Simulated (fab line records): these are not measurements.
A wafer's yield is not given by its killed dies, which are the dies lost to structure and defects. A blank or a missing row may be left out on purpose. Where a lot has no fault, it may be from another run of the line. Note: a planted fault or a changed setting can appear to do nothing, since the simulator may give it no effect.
A lot that was struck, set against a sound lot || flow n5_finfet || 15 steps out of a route of 1938
Sound: the wafers L416.1, L416.2, L416.5. Struck: wafer L405.3. (L405.2, L405.5 of the same lot were not struck and are left out.) The cause comes at the end.
At each step with rows: each side's tool, then ch and its chambers, then its first start. Under that, the readings that differ: sound wafers || struck wafers || difference of the means || sigmas: that difference in standard deviations of wafers without a fault.
alike: same words and numbers on both sides, and readings whose means sit less than 2 such deviations apart. not compared: any withheld reading, any reading some wafer has no value for, any bound like >300 that may hide the same value, and any number with overlapping values for which the record gives no deviation.
A row with sigmas, a row that says differs or no value, or rows on one side alone: a step with any of these is where the two part. When numbers do not overlap yet have no deviation, they are printed without sigmas and do not part them. A reading that every wafer of one side lacks parts them only if that side has two wafers or more.

N5_BEOL_M0_SPUTTER_132: material Cu, target thk 4 nm, time 7.37 s.
  sound on pvd_sputter-03, day 9 16:32; struck on pvd_sputter-01, day 6 19:30
  alike: chuck_gas_flow_sccm, chuck_sensor_temp_C, susceptor_temp_C, throttle_valve_pct
then, 3 steps without rows for these wafers: N5_BEOL_M0_ANNEAL_133 (time 60 s); N5_BEOL_M0_SPUTTER_134 (material Cu, target thk 4 nm, time 7.37 s); N5_BEOL_M0_ANNEAL_135 (time 60 s).
N5_BEOL_M0_SPUTTER_141: material Cu, target thk 4 nm, time 7.37 s.
  sound on pvd_sputter-03, day 9 16:47; struck on pvd_sputter-01, day 6 19:44
  alike: chuck_gas_flow_sccm, chuck_sensor_temp_C, susceptor_temp_C, throttle_valve_pct
then, 1 step without rows for these wafers: N5_BEOL_M0_ECD_118 (material Cu, target thk 300 nm).
N5_BEOL_M0_ANNEAL_119: time 90 s.
  sound on rtp_anneal-02 ch 0, day 9 17:07; struck on rtp_anneal-02 ch 0, day 6 19:59
  alike: wafer_temp_C_max
N5_BEOL_M0_CMP_120: polishes, stops on SiOC, t overpolish 6.9 s.
  sound on cmp-04 ch 0,3, day 9 17:28; struck on cmp-03 ch 0, day 6 20:16
{"reading": "overpolish_run_s (s)", "sound": "6.893 6.896 6.882", "struck": 6.922, "difference": "+0.032", "sigmas": "+4"}
  alike: barrier_field_endpoint_s, motor_current_A, retaining_ring_pressure_frac, time_to_endpoint_s
N5_BEOL_M0_PRE_CLEAN_131: time 15 s.
  sound on cvd_co-02 ch 0,1, day 9 17:45; struck on cvd_co-02 ch 2, day 6 20:34
  alike: heater_power_w
  not compared: susceptor_temp_C
then, 2 steps without rows for these wafers: N5_BEOL_M0_CO_CAP_123 (material Co, precursor CCTBA/H2, target thk 2 nm, time 102.1 s); N5_BEOL_M0_PRE_CLEAN_124 (time 15 s).
N5_BEOL_M0_DEP_125: deposits SiCN from 3MS/NH3, target thk 8 nm, time 14 s.
  sound on pecvd-02 ch 0,1,2, day 9 17:55; struck on pecvd-04 ch 0, day 6 20:43
{"reading": "model.SiCN_of_BEOL_M0_DEP_125.thk_nm (nm)", "sound": "8.2 8 8", "struck": 9.8, "difference": "+1.7", "sigmas": ""}
  alike: showerhead_plenum_p_Torr, throttle_valve_pct
N5_BEOL_M0_RS_MEAS_126: measures by four-point-probe.
  sound on film_metro-02, day 9 17:59; struck on film_metro-01, day 6 20:47
  alike: M0_RS
-- record jumps: 4 days separate the struck wafers' starts on either side; left off in module BEOL_M0, taken up again in module BEOL_M4, whose first shown step is the route's number 1111 --
N5_BEOL_M4_RC_MEAS_101:
  sound on prober-02 ch 0, day 12 13:50; struck on prober-02 ch 0, day 10 13:40
{"reading": "DIBL_N (mV/V)", "sound": "36.0 35.7 34.2", "struck": 38.0, "difference": "+2.7", "sigmas": "+2"}
{"reading": "DIBL_P (mV/V)", "sound": "36.8 36.2 35.0", "struck": 39.8, "difference": "+3.8", "sigmas": "+2"}
{"reading": "IOFF_N (nA/um)", "sound": "0.155 0.149 0.123", "struck": 0.223, "difference": "+0.081", "sigmas": "+3"}
{"reading": "IOFF_P (nA/um)", "sound": "0.178 0.173 0.154", "struck": 0.238, "difference": "+0.070", "sigmas": "+2"}
{"reading": "ION_N (uA/um)", "sound": "663 679 660", "struck": 691, "difference": "+24", "sigmas": "+3"}
{"reading": "SS_N (mV/dec)", "sound": "70.9 71.6 71.1", "struck": 73.3, "difference": "+2.1", "sigmas": "+4"}
  alike: ION_P, SS_P, VT_N, VT_P
-- record jumps: 5 days separate the struck wafers' starts on either side; left off in module BEOL_M4, taken up again in module PASSIVATION, whose first shown step is the route's number 1936 --
N5_PASSIVATION_PROBE_49:
  sound on prober-02, day 16 20:11; struck on prober-01, day 15 03:13
  alike: defect_limited_yield, killed_at_M0_to_M3, killed_at_M4_up, killed_at_contacts, killed_at_front_end, killed_at_other, killed_dies, killed_on_rim, killed_open, killed_short, sort_bin_5_function, sort_bin_6_memory, sort_n_pass, sort_yield_pct

WHERE THEY PART
First at N5_BEOL_M0_CMP_120; last, within this record, at N5_BEOL_M4_RC_MEAS_101. Later steps at which nothing parts them and some readings are alike: N5_PASSIVATION_PROBE_49.

WHY: whatever the simulator had introduced
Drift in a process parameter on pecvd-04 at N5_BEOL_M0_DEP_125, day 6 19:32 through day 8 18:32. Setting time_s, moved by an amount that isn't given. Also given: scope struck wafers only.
